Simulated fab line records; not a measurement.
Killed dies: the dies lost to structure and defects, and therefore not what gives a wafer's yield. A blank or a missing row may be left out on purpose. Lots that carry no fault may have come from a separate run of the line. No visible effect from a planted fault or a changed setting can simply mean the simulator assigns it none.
fab line records	flow nand_harc
[record] lots = 24	wafers = 72	last_day = 33
route steps=1302 shown A_ONON_D2@548 A_CHANNEL_HOLE_D2@589 A_CHANNEL_FILL_D2@613 A_STAIRCASE@639
lots with no fault: from the same line, run without faults
start_h: start of the lot's first displayed wafer, in hours after the record's first day	wait_h: time in hours since the lot's previous step	" unchanged from the row above	L1.1+2: a single row standing in for several wafers	- either no value or no given start	* or withheld: withheld	< > ~ a bound
route shown NAME@n: NAME is a module with steps in the file, n the number in the route of the first one	usual: the fault-free wafers' mean and standard deviation	same: alike in all rows	chamber/n: place in a boat	sites: each site's reading	_std_site: how widely they spread, as a standard deviation	_edge_site: mean of outer sites minus mean of inner sites	radius_mm: for every site, how far away it sits from the centre of the wafer	mask NAME#n: copy n	behind: the last tool/chamber to shape the wafer	hold: the reason the lot was held/the length of the hold in hours/how it ended	device: the n, p or np transistor that did not switch	end of line: tests of these same wafers at the route's end	step lacking rows: just its recipe	killed: the dies lost at the first sort to structure and to defects; this is not the yield of the wafer	map: the dies of a wafer, with x for killed, . for not killed, _ for no die there
set.NAME: the setting the step ran with; set.NAME@STEP: the setting that earlier step ran with	model.NAME: the simulator's own value behind a step, which no gauge read
steps of the route over a sample of lots; a table a step, a row a wafer
services: from which hour (start_h, from the record's first day; less than 0 if before it) a tool's chamber was out of use, for how many hours, and why
[[steps]]
[step NHARC_A_ONON_D2_THK_MEAS_05]
[recipe] thk_meas_gauge = ellipsometry
[usual] thk_nm = 1000/11
lot.wafer	tool	chamber	start_h	wait_h	thk_nm
L075.1	film_metro-02	-	245.88	-	988
L075.2	"	-	"	"	989
L075.3	"	-	"	"	988
L074.3	film_metro-01	-	260.22	-	991
L074.4	"	-	"	"	989
L074.5	"	-	"	"	989
L077.3	film_metro-01	-	274.85	-	996
L077.5	"	-	"	"	997
L077.6	"	-	"	"	997
L076.1	film_metro-02	-	279.41	-	1006
L076.3	"	-	"	"	1006
L076.5	"	-	"	"	1005
L078.1	film_metro-02	-	303.56	-	1013
L078.2	"	-	"	"	1012
L078.5	"	-	"	"	1012
L079.1	film_metro-02	-	308.71	-	1017
L079.3	"	-	"	"	1018
L079.6	"	-	"	"	1020
L080.3	film_metro-01	-	308.72	-	1015
L080.5	"	-	"	"	1015
L080.6	"	-	"	"	1016
L081.1	film_metro-01	-	327.44	-	990
L081.4	"	-	"	"	987
L081.6	"	-	"	"	989
L082.2	film_metro-02	-	327.47	-	976
L082.3	"	-	"	"	974
L082.4	"	-	"	"	975
L083.1	film_metro-02	-	342.61	-	995
L083.2	"	-	"	"	996
L083.6	"	-	"	"	994
L084.1	film_metro-02	-	349.58	-	1003
L084.2	"	-	"	"	1004
L084.4	"	-	"	"	1002
L085.2	film_metro-01	-	361.46	-	1017
L085.4	"	-	"	"	1016
L085.6	"	-	"	"	1017
L086.1	film_metro-01	-	361.46	-	1009
L086.2	"	-	"	"	1009
L086.6	"	-	"	"	1007
L087.1	film_metro-02	-	373.02	-	998
L087.2	"	-	"	"	999
L087.5	"	-	"	"	998
L089.1	film_metro-01	-	390.85	-	1002
L089.4	"	-	"	"	1001
L089.5	"	-	"	"	1001
L088.3	film_metro-02	-	390.87	-	1014
L088.4	"	-	"	"	1016
L088.5	"	-	"	"	1016
L090.1	film_metro-02	-	413.06	-	992
L090.2	"	-	"	"	990
L090.5	"	-	"	"	992
L091.1	film_metro-01	-	422.54	-	999
L091.5	"	-	"	"	997
L091.6	"	-	"	"	1000
L093.2	film_metro-01	-	435.66	-	998
L093.5	"	-	"	"	999
L093.6	"	-	"	"	999
L092.1	film_metro-01	-	436.01	-	991
L092.2	"	-	"	"	991
L092.5	"	-	"	"	990
L094.1	film_metro-02	-	454.39	-	993
L094.2	"	-	"	"	991
L094.6	"	-	"	"	993
L095.2	film_metro-02	-	461.22	-	995
L095.3	"	-	"	"	994
L095.6	"	-	"	"	996
L096.1	film_metro-01	-	467.24	-	988
L096.3	"	-	"	"	987
L096.4	"	-	"	"	989
L097.1	film_metro-02	-	473.06	-	1012
L097.3	"	-	"	"	1013
L097.6	"	-	"	"	1013
[step NHARC_A_CHANNEL_HOLE_D2_ETCH_16]
[recipe] target_depth_a = 31000	over_etch_frac = 0.3	time_s = 806	ion_energy_ev = 150	o2_flow_sccm = 400	cos_flow_sccm = 20	ar_flow_sccm = 0	rf_w = 500	bias_w = 300	chemistry = O2/COS
[usual] drypump_motor_current_A = 5.8/0.42	oes_product_au = 1.001/0.0074	rf_vpp_V = 314.7/1.7	showerhead_plenum_p_Torr = 3.17/0.11	throttle_valve_pct = 28.330/0.0084
lot.wafer	tool	chamber	start_h	wait_h	drypump_motor_current_A	oes_product_au	rf_hours_counter_h	rf_vpp_V	showerhead_plenum_p_Torr	throttle_valve_pct
L075.2	rie_diel-10	0	-	-	6.2	1.004	1.4	316.6	3.28	28.334
L075.3	"	1	"	"	5.0	1.000	1.8	314.1	3.10	28.335
L075.1	"	3	"	"	5.8	1.006	1.3	317.3	3.34	28.325
L074.3	rie_diel-10	2	-	-	6.1	1.005	3.4	312.7	2.99	28.328
L074.4	"	1	"	"	5.0	0.992	2.9	313.8	3.10	28.329
L074.5	"	3	"	"	5.8	0.998	-	316.2	3.34	28.340
L077.3	rie_diel-11	3	-	-	5.3	1.000	2.9	317.0	3.34	28.333
L077.5	"	0	"	"	5.7	1.014	-	316.4	3.19	28.323
L077.6	"	1	"	"	6.0	1.003	-	313.3	3.11	28.329
L076.3	rie_diel-12	3	-	-	6.4	0.988	3.0	315.4	3.15	28.335
L076.1	"	0	"	"	6.7	0.988	2.5	313.3	3.05	28.316
L076.5	"	3	"	"	6.3	0.985	-	315.1	3.15	28.326
L078.2	rie_diel-10	3	-	-	5.7	0.995	6.2	315.8	3.34	28.316
L078.1	"	2	"	"	6.0	1.001	6.1	311.7	2.99	28.317
L078.5	"	3	"	"	5.7	0.994	-	316.2	3.34	28.327
L079.1	rie_diel-12	3	-	-	6.3	1.006	3.8	315.5	3.15	28.343
L079.3	"	0	"	"	6.6	0.997	3.5	314.0	3.05	28.331
L079.6	"	3	"	"	6.4	1.010	-	315.1	3.15	28.313
L080.3	rie_diel-11	0	-	-	5.7	1.007	4.8	314.2	3.19	28.343
L080.5	"	3	"	"	5.3	1.007	-	315.0	3.34	28.308
L080.6	"	0	"	"	5.7	1.003	-	315.2	3.19	28.331
L081.1	rie_diel-11	3	-	-	5.3	0.998	5.9	316.1	3.34	28.353
L081.4	"	0	"	"	5.7	0.992	6.4	316.2	3.19	28.323
L081.6	"	3	"	"	5.3	0.999	-	314.8	3.34	28.326
L082.3	rie_diel-10	3	-	-	5.8	0.989	8.5	316.3	3.33	28.342
L082.4	"	0	"	"	6.2	0.997	7.8	316.4	3.27	28.336
L082.2	"	1	"	"	5.0	0.996	7.3	314.0	3.10	28.321
L083.2	rie_diel-11	2	-	-	5.8	1.006	6.9	315.1	3.20	28.336
L083.1	"	3	"	"	5.3	0.994	6.9	316.3	3.34	28.333
L083.6	"	1	"	"	6.0	1.000	-	313.7	3.11	28.334
L084.2	rie_diel-11	2	-	-	5.8	1.003	7.6	316.7	3.20	28.334
L084.4	"	3	"	"	5.3	1.004	7.3	317.4	3.33	28.319
L084.1	"	1	"	"	6.0	1.015	8.1	314.8	3.11	28.342
L086.2	rie_diel-12	2	-	-	5.8	0.995	7.3	314.8	3.19	28.335
L086.1	"	1	"	"	5.7	0.991	6.5	313.7	3.04	28.339
L086.6	"	2	"	"	5.8	0.988	-	314.2	3.20	28.324
L085.2	rie_diel-11	0	-	-	5.7	1.011	9.1	315.7	3.18	28.322
L085.4	"	1	"	"	6.0	1.012	9.3	312.4	3.11	28.320
L085.6	"	3	"	"	5.3	1.008	-	317.4	3.33	28.332
L087.2	rie_diel-10	0	-	-	6.2	1.004	10.6	315.8	3.27	28.325
L087.1	"	1	"	"	5.0	0.993	9.8	313.3	3.10	28.332
L087.5	"	3	"	"	5.8	0.998	-	316.6	3.33	28.335
L089.1	rie_diel-10	1	-	-	5.0	1.005	0.3	314.6	3.10	28.327
L089.4	"	3	"	"	5.7	1.013	0.4	317.3	3.33	28.330
L089.5	"	1	"	"	5.0	0.997	-	314.7	3.10	28.331
L088.4	rie_diel-12	2	-	-	5.8	0.995	9.3	314.6	3.19	28.323
L088.3	"	0	"	"	6.7	0.993	8.0	313.9	3.05	28.327
L088.5	"	2	"	"	5.8	0.997	-	314.8	3.19	28.328
L090.1	rie_diel-11	0	-	-	5.7	1.012	0.7	314.8	3.18	28.327
L090.2	"	2	"	"	5.8	0.998	0.8	315.2	3.19	28.353
L090.5	"	0	"	"	5.7	1.012	-	315.0	3.18	28.326
L091.1	rie_diel-12	1	-	-	5.7	1.014	0.5	312.5	3.04	28.329
L091.6	"	1	"	"	5.7	0.997	-	312.7	3.04	28.338
L091.5	"	2	"	"	5.8	0.993	-	314.2	3.19	28.328
L092.1	rie_diel-11	3	-	-	5.3	1.004	1.8	316.3	3.33	28.325
L092.2	"	1	"	"	6.0	1.004	2.3	312.8	3.11	28.331
L092.5	"	3	"	"	5.3	1.002	-	317.1	3.33	28.319
L093.2	rie_diel-12	2	-	-	5.8	0.995	1.8	315.7	3.19	28.343
L093.6	"	3	"	"	6.3	1.000	-	315.5	3.15	28.324
L093.5	"	0	"	"	6.7	0.996	-	313.2	3.05	28.334
L094.1	rie_diel-10	2	-	-	6.1	1.002	2.7	311.5	2.99	28.324
L094.2	"	0	"	"	6.1	1.000	3.0	316.4	3.27	28.320
L094.6	"	1	"	"	5.0	1.004	-	314.4	3.10	28.322
L095.2	rie_diel-10	3	-	-	5.8	1.011	3.5	318.1	3.33	28.339
L095.3	"	0	"	"	6.2	0.993	4.0	317.7	3.27	28.337
L095.6	"	1	"	"	5.0	0.997	-	313.1	3.10	28.339
L096.1	rie_diel-12	3	-	-	6.3	1.010	3.4	315.0	3.15	28.324
L096.3	"	0	"	"	6.6	1.000	3.9	313.8	3.05	28.318
L096.4	"	2	"	"	5.8	1.009	4.0	315.2	3.19	28.331
L097.3	rie_diel-10	3	-	-	5.7	1.006	4.2	316.9	3.33	28.342
L097.1	"	0	"	"	6.2	0.999	4.6	315.8	3.27	28.332
L097.6	"	0	"	"	6.2	1.000	-	316.0	3.27	28.322
[step NHARC_A_CHANNEL_FILL_D2_ALD_03]
[recipe] target_thk_a = 60	pulse_time_s = 60	ald_cycles = 58	temp_c = 630	pressure_torr = 2	material = SiNx
[usual] precursor_pulse_height_rel = 0.997/0.019
[same] pulse_time_s = 60
lot.wafer	tool	chamber	start_h	wait_h	precursor_pulse_height_rel
L075.1	ald_sin_batch-01	0	-	-	0.988
L075.2	"	0	"	"	0.978
L075.3	"	0	"	"	0.968
L074.3	ald_sin_batch-03	0	-	-	0.984
L074.4	"	0	"	"	1.002
L074.5	"	0	"	"	0.995
L077.3	ald_sin_batch-01	0	-	-	1.012
L077.5	"	0	"	"	0.999
L077.6	"	0	"	"	1.016
L076.1	ald_sin_batch-02	0	-	-	0.990
L076.3	"	0	"	"	0.968
L076.5	"	0	"	"	1.002
L078.1	ald_sin_batch-03	0	-	-	0.964
L078.2	"	0	"	"	1.034
L078.5	"	0	"	"	1.033
L079.1	ald_sin_batch-03	0	-	-	0.959
L079.3	"	0	"	"	0.977
L079.6	"	0	"	"	0.965
L080.3	ald_sin_batch-02	0	-	-	1.013
L080.5	"	0	"	"	1.037
L080.6	"	0	"	"	1.005
L081.1	ald_sin_batch-01	0	-	-	0.999
L081.4	"	0	"	"	1.011
L081.6	"	0	"	"	1.014
L082.2	ald_sin_batch-01	0	-	-	0.999
L082.3	"	0	"	"	0.997
L082.4	"	0	"	"	1.002
L083.1	ald_sin_batch-01	0	-	-	0.985
L083.2	"	0	"	"	0.980
L083.6	"	0	"	"	1.001
L084.1	ald_sin_batch-03	0	-	-	1.002
L084.2	"	0	"	"	0.978
L084.4	"	0	"	"	0.984
L085.2	ald_sin_batch-03	0	-	-	0.992
L085.4	"	0	"	"	0.959
L085.6	"	0	"	"	1.016
L086.1	ald_sin_batch-03	0	-	-	1.017
L086.2	"	0	"	"	0.992
L086.6	"	0	"	"	1.000
L087.1	ald_sin_batch-03	0	-	-	1.016
L087.2	"	0	"	"	1.021
L087.5	"	0	"	"	0.966
L089.1	ald_sin_batch-03	0	-	-	1.032
L089.4	"	0	"	"	0.996
L089.5	"	0	"	"	0.988
L088.3	ald_sin_batch-01	0	-	-	0.991
L088.4	"	0	"	"	0.993
L088.5	"	0	"	"	1.005
L090.1	ald_sin_batch-02	0	-	-	1.028
L090.2	"	0	"	"	1.047
L090.5	"	0	"	"	0.990
L091.1	ald_sin_batch-01	0	-	-	0.988
L091.5	"	0	"	"	0.998
L091.6	"	0	"	"	1.013
L092.1	ald_sin_batch-01	0	-	-	0.960
L092.2	"	0	"	"	1.008
L092.5	"	0	"	"	0.982
L093.2	ald_sin_batch-01	0	-	-	1.004
L093.5	"	0	"	"	0.984
L093.6	"	0	"	"	0.991
L094.1	ald_sin_batch-03	0	-	-	0.998
L094.2	"	0	"	"	0.978
L094.6	"	0	"	"	1.029
L095.2	ald_sin_batch-03	0	-	-	0.996
L095.3	"	0	"	"	1.010
L095.6	"	0	"	"	0.972
L096.1	ald_sin_batch-02	0	-	-	0.982
L096.3	"	0	"	"	0.998
L096.4	"	0	"	"	1.014
L097.1	ald_sin_batch-02	0	-	-	1.046
L097.3	"	0	"	"	1.008
L097.6	"	0	"	"	0.989
[step NHARC_A_CHANNEL_FILL_D2_INSPECT_13]
[usual] raw_defect_count = 343/100
lot.wafer	tool	chamber	start_h	wait_h	raw_defect_count
L075.1	defect_inspect-01	-	317.94	0.2	397
L075.2	"	-	"	"	439
L075.3	"	-	"	"	450
L074.3	defect_inspect-02	-	333.18	0.1	317
L074.4	"	-	"	"	202
L074.5	"	-	"	"	430
L076.1	defect_inspect-01	-	346.83	0.2	238
L076.3	"	-	"	"	223
L076.5	"	-	"	"	284
L077.3	defect_inspect-02	-	346.83	0.1	377
L077.5	"	-	"	"	371
L077.6	"	-	"	"	354
L079.1	defect_inspect-02	-	377.69	0.2	238
L079.3	"	-	"	"	603
L079.6	"	-	"	"	312
L078.1	defect_inspect-01	-	377.69	0.2	435
L078.2	"	-	"	"	344
L078.5	"	-	"	"	379
L080.3	defect_inspect-02	-	383.56	0.1	447
L080.5	"	-	"	"	383
L080.6	"	-	"	"	586
L082.2	defect_inspect-01	-	405.95	0.1	205
L082.3	"	-	"	"	254
L082.4	"	-	"	"	317
L081.1	defect_inspect-02	-	405.96	0.2	353
L081.4	"	-	"	"	262
L081.6	"	-	"	"	341
L083.1	defect_inspect-02	-	422.57	0.2	264
L083.2	"	-	"	"	456
L083.6	"	-	"	"	306
L084.1	defect_inspect-01	-	429.07	0.2	253
L084.2	"	-	"	"	448
L084.4	"	-	"	"	306
L085.2	defect_inspect-02	-	435.56	0.1	233
L085.4	"	-	"	"	554
L085.6	"	-	"	"	274
L086.1	defect_inspect-02	-	435.68	0.2	228
L086.2	"	-	"	"	218
L086.6	"	-	"	"	212
L087.1	defect_inspect-01	-	446.38	0.2	288
L087.2	"	-	"	"	288
L087.5	"	-	"	"	534
L089.1	defect_inspect-02	-	465.72	0.2	346
L089.4	"	-	"	"	354
L089.5	"	-	"	"	519
L088.3	defect_inspect-01	-	465.73	0.1	228
L088.4	"	-	"	"	242
L088.5	"	-	"	"	385
L090.1	defect_inspect-01	-	485.83	0.2	315
L090.2	"	-	"	"	311
L090.5	"	-	"	"	189
L091.1	defect_inspect-02	-	493.96	0.2	257
L091.5	"	-	"	"	257
L091.6	"	-	"	"	266
L093.2	defect_inspect-02	-	505.96	0.1	364
L093.5	"	-	"	"	459
L093.6	"	-	"	"	614
L092.1	defect_inspect-01	-	505.96	0.2	236
L092.2	"	-	"	"	232
L092.5	"	-	"	"	278
L094.1	defect_inspect-01	-	529.62	0.2	350
L094.2	"	-	"	"	400
L094.6	"	-	"	"	426
L095.2	defect_inspect-02	-	536.74	0.1	364
L095.3	"	-	"	"	330
L095.6	"	-	"	"	276
L097.1	defect_inspect-02	-	548.33	0.2	452
L097.3	"	-	"	"	647
L097.6	"	-	"	"	525
L096.1	defect_inspect-01	-	548.33	0.2	229
L096.3	"	-	"	"	149
L096.4	"	-	"	"	214
[step NHARC_A_STAIRCASE_DEP_156]
[recipe] target_thk_a = 500	temp_c = 400	target_thk_nm = 50	flow_sccm = 200	rf_w = 450	material = SiNx
[usual] heater_power_w = 716/100
lot.wafer	tool	chamber	start_h	wait_h	heater_power_w
L075.3	pecvd-03	2	318.00	0.1	632
L075.2	"	0	"	"	564
L075.1	"	1	"	"	648
L074.3	pecvd-03	0	333.43	0.2	648
L074.4	"	1	"	"	615
L074.5	"	2	"	"	637
L077.3	pecvd-02	0	346.92	0.1	865
L077.5	"	0	"	"	857
L077.6	"	1	"	"	764
L076.3	pecvd-01	2	347.00	0.2	739
L076.1	"	0	"	"	622
L076.5	"	1	"	"	818
L079.3	pecvd-03	2	377.78	0.1	610
L079.1	"	0	"	"	609
L079.6	"	0	"	"	613
L078.2	pecvd-02	1	377.78	0.1	663
L078.1	"	2	"	"	863
L078.5	"	2	"	"	872
L080.3	pecvd-02	2	383.66	0.1	892
L080.5	"	2	"	"	837
L080.6	"	0	"	"	901
L082.3	pecvd-01	1	406.02	0.1	817
L082.2	"	0	"	"	654
L082.4	"	1	"	"	834
L081.1	pecvd-02	1	406.06	0.1	703
L081.6	"	1	"	"	737
L081.4	"	2	"	"	805
L083.2	pecvd-01	1	422.67	0.1	728
L083.1	"	2	"	"	700
L083.6	"	2	"	"	680
L084.2	pecvd-02	2	429.13	0.1	884
L084.1	"	0	"	"	866
L084.4	"	1	"	"	681
L085.2	pecvd-02	2	435.69	0.1	814
L085.6	"	0	"	"	907
L085.4	"	1	"	"	788
L086.1	pecvd-03	0	435.75	0.1	615
L086.2	"	1	"	"	674
L086.6	"	0	"	"	612
L087.2	pecvd-01	0	446.48	0.1	716
L087.1	"	1	"	"	806
L087.5	"	2	"	"	612
L089.1	pecvd-01	0	465.79	0.1	706
L089.5	"	0	"	"	711
L089.4	"	2	"	"	656
L088.3	pecvd-03	1	465.79	0.1	623
L088.5	"	2	"	"	521
L088.4	"	0	"	"	637
L090.2	pecvd-01	0	485.90	0.1	582
L090.1	"	1	"	"	753
L090.5	"	1	"	"	756
L091.1	pecvd-02	2	494.02	0.1	807
L091.5	"	2	"	"	787
L091.6	"	1	"	"	753
L092.2	pecvd-01	0	506.02	0.1	689
L092.1	"	1	"	"	684
L092.5	"	1	"	"	713
L093.2	pecvd-03	2	506.08	0.1	539
L093.6	"	1	"	"	687
L093.5	"	2	"	"	564
L094.2	pecvd-01	0	529.69	0.1	679
L094.1	"	1	"	"	771
L094.6	"	1	"	"	765
L095.3	pecvd-01	0	536.81	0.1	677
L095.2	"	1	"	"	732
L095.6	"	0	"	"	671
L097.3	pecvd-02	0	548.43	0.1	864
L097.1	"	1	"	"	732
L097.6	"	2	"	"	877
L096.3	pecvd-03	0	548.43	0.1	654
L096.1	"	1	"	"	704
L096.4	"	2	"	"	599
[step NHARC_A_STAIRCASE_DESCUM_168]
[recipe] time_s = 3	o2_flow_sccm = 200	ar_flow_sccm = 0	bias_power_w = 0	chemistry = O2
[usual] drypump_motor_current_A = 5.7/0.42	oes_product_au = 1.001/0.006	rf_vpp_V = 57.8/1	showerhead_plenum_p_Torr = 1.91/0.12	throttle_valve_pct = 11.311/0.0081
lot.wafer	tool	chamber	start_h	wait_h	drypump_motor_current_A	oes_product_au	rf_hours_counter_h	rf_vpp_V	showerhead_plenum_p_Torr	throttle_valve_pct
L075.3	rie_diel-03	1	319.11	-	5.9	1.001	17	58.5	1.83	11.321
L075.1	"	2	"	"	5.0	1.005	14	59.0	2.04	11.318
L075.2	"	3	"	"	6.1	1.012	18	58.9	1.78	11.311
L074.4	rie_diel-05	0	335.21	-	6.3	0.990	43	58.4	1.78	11.297
L074.3	"	1	"	"	5.4	1.002	43	58.5	1.96	11.314
L074.5	"	1	"	"	5.4	1.009	-	59.0	1.96	11.314
L077.3	rie_diel-04	2	347.90	-	5.6	1.001	2	57.2	1.81	11.321
L077.6	"	3	"	"	6.1	0.998	-	57.5	1.79	11.314
L077.5	"	0	"	"	5.9	0.999	-	59.8	2.08	11.311
L076.1	rie_diel-05	2	348.03	-	6.1	0.999	53	56.2	1.78	11.307
L076.3	"	1	"	"	5.4	0.990	49	57.4	1.96	11.309
L076.5	"	2	"	"	6.2	1.004	-	57.6	1.78	11.311
L079.3	rie_diel-04	3	378.73	-	6.1	0.995	13	55.6	1.79	11.308
L079.1	"	1	"	"	6.0	1.007	9	58.9	1.90	11.315
L079.6	"	0	"	"	6.0	0.998	-	60.1	2.07	11.311
L078.1	rie_diel-05	0	378.89	-	6.3	1.007	61	56.7	1.77	11.309
L078.2	"	1	"	"	5.4	1.004	59	57.6	1.95	11.302
L078.5	"	0	"	"	6.3	1.003	-	56.4	1.77	11.313
L080.3	rie_diel-03	3	384.62	-	6.1	1.012	41	55.1	1.77	11.306
L080.6	"	1	"	"	5.9	0.989	-	56.6	1.82	11.313
L080.5	"	3	"	"	6.1	1.002	-	57.6	1.77	11.297
L082.2	rie_diel-04	0	407.01	-	5.9	0.988	19	58.3	2.07	11.314
L082.4	"	1	"	"	6.0	1.007	17	57.0	1.90	11.313
L082.3	"	2	"	"	5.6	1.002	17	56.9	1.80	11.311
L081.1	rie_diel-03	1	407.20	-	5.9	0.999	50	56.9	1.82	11.299
L081.4	"	3	"	"	6.1	0.999	50	58.9	1.77	11.301
L081.6	"	2	"	"	5.0	1.001	-	58.9	2.03	11.322
L083.1	rie_diel-04	0	423.62	-	5.9	0.988	25	57.4	2.07	11.312
L083.2	"	1	"	"	6.0	1.000	23	59.0	1.90	11.306
L083.6	"	1	"	"	6.0	0.999	-	58.4	1.90	11.311
L084.4	rie_diel-04	1	430.11	-	6.0	0.998	27	56.8	1.90	11.309
L084.1	"	2	"	"	5.6	0.993	28	56.7	1.80	11.318
L084.2	"	0	"	"	6.0	0.993	31	57.6	2.07	11.307
L085.4	rie_diel-05	3	436.48	-	5.2	1.009	16	58.6	2.03	11.316
L085.2	"	1	"	"	5.4	1.002	12	59.6	1.95	11.314
L085.6	"	0	"	"	6.3	0.997	-	59.2	2.07	11.319
L086.2	rie_diel-04	1	436.74	-	5.9	0.999	29	56.0	1.89	11.309
L086.1	"	3	"	"	6.1	1.000	34	57.0	1.78	11.310
L086.6	"	0	"	"	6.0	0.999	-	59.4	2.07	11.310
L087.2	rie_diel-03	2	447.30	-	5.0	1.003	1	59.7	2.03	11.309
L087.1	"	3	"	"	6.1	1.005	2	58.8	2.08	11.315
L087.5	"	3	"	"	6.1	1.000	-	58.2	2.08	11.298
L088.3	rie_diel-03	3	466.65	-	6.1	0.998	10	58.8	2.07	11.307
L088.4	"	0	"	"	5.2	0.997	10	58.0	1.84	11.304
L088.5	"	2	"	"	5.0	1.002	-	59.4	2.03	11.323
L089.1	rie_diel-05	0	466.81	-	6.3	1.007	25	59.1	2.07	11.310
L089.4	"	1	"	"	5.4	1.004	22	58.5	1.94	11.302
L089.5	"	1	"	"	5.3	1.013	-	58.5	1.94	11.317
L090.1	rie_diel-03	2	486.77	-	5.0	0.999	12	56.8	2.02	11.324
L090.2	"	0	"	"	5.2	0.994	14	57.0	1.83	11.300
L090.5	"	2	"	"	5.0	1.010	-	58.2	2.02	11.320
L091.1	rie_diel-05	3	495.02	-	5.2	0.996	35	58.3	2.03	11.324
L091.6	"	1	"	"	5.4	1.007	-	58.6	1.94	11.303
L091.5	"	2	"	"	6.1	1.002	-	57.2	1.77	11.296
L093.2	rie_diel-04	3	507.01	-	6.0	0.995	57	58.2	1.77	11.303
L093.5	"	2	"	"	5.6	0.997	-	56.7	1.79	11.298
L093.6	"	3	"	"	6.1	1.009	-	58.7	1.77	11.306
L092.1	rie_diel-04	3	507.16	-	6.1	1.000	57	56.5	1.77	11.308
L092.2	"	0	"	"	5.9	0.995	58	57.3	2.06	11.309
L092.5	"	3	"	"	6.1	1.002	-	56.0	1.77	11.329
L094.2	rie_diel-03	0	530.69	-	5.2	0.992	33	57.5	1.83	11.294
L094.1	"	1	"	"	5.9	1.001	29	57.1	1.80	11.328
L094.6	"	2	"	"	5.0	1.011	-	57.2	2.02	11.315
L095.3	rie_diel-05	2	537.78	-	6.1	1.002	50	57.9	1.76	11.316
L095.2	"	0	"	"	6.3	1.010	50	60.0	2.06	11.307
L095.6	"	2	"	"	6.1	1.007	-	57.1	1.76	11.316
L097.3	rie_diel-03	1	549.40	-	5.9	1.002	32	57.4	1.80	11.306
L097.1	"	2	"	"	5.0	1.007	30	57.9	2.02	11.321
L097.6	"	3	"	"	6.1	1.000	-	58.2	2.07	11.303
L096.3	rie_diel-03	3	549.64	-	6.1	1.017	34	58.9	2.06	11.328
L096.1	"	1	"	"	5.9	1.008	33	56.6	1.80	11.302
L096.4	"	2	"	"	5.0	1.004	30	57.9	2.02	11.315
[[services]]
tool	chamber	start_h	hours	kind
pecvd-02	2	255.07	2.4	repair
rie_diel-03	-	257.37	9.0	pm
pecvd-01	-	287.00	13.0	pm
rie_diel-03	3	298.36	5.5	repair
rie_diel-03	2	302.32	7.2	repair
rie_diel-10	3	307.66	5.8	repair
rie_diel-03	2	322.94	19.4	repair
pecvd-01	2	330.72	13.1	repair
rie_diel-03	0	334.78	17.2	repair
ald_sin_batch-03	-	349.84	6.7	repair
rie_diel-03	3	351.10	2.8	repair
rie_diel-03	2	383.24	6.9	repair
rie_diel-10	-	395.81	9.0	pm
rie_diel-10	1	414.03	4.6	repair
rie_diel-10	0	421.79	16.5	repair
rie_diel-03	-	434.37	9.0	pm
pecvd-01	-	455.85	0.7	repair
pecvd-01	-	468.00	13.0	pm
ald_sin_batch-01	-	478.15	6.7	repair
ald_sin_batch-01	-	484.88	26.0	pm
pecvd-01	-	489.16	3.3	repair
rie_diel-10	2	501.59	2.5	repair
pecvd-01	2	503.25	7.6	repair
rie_diel-10	1	547.02	5.0	repair
[[key]]
fault none
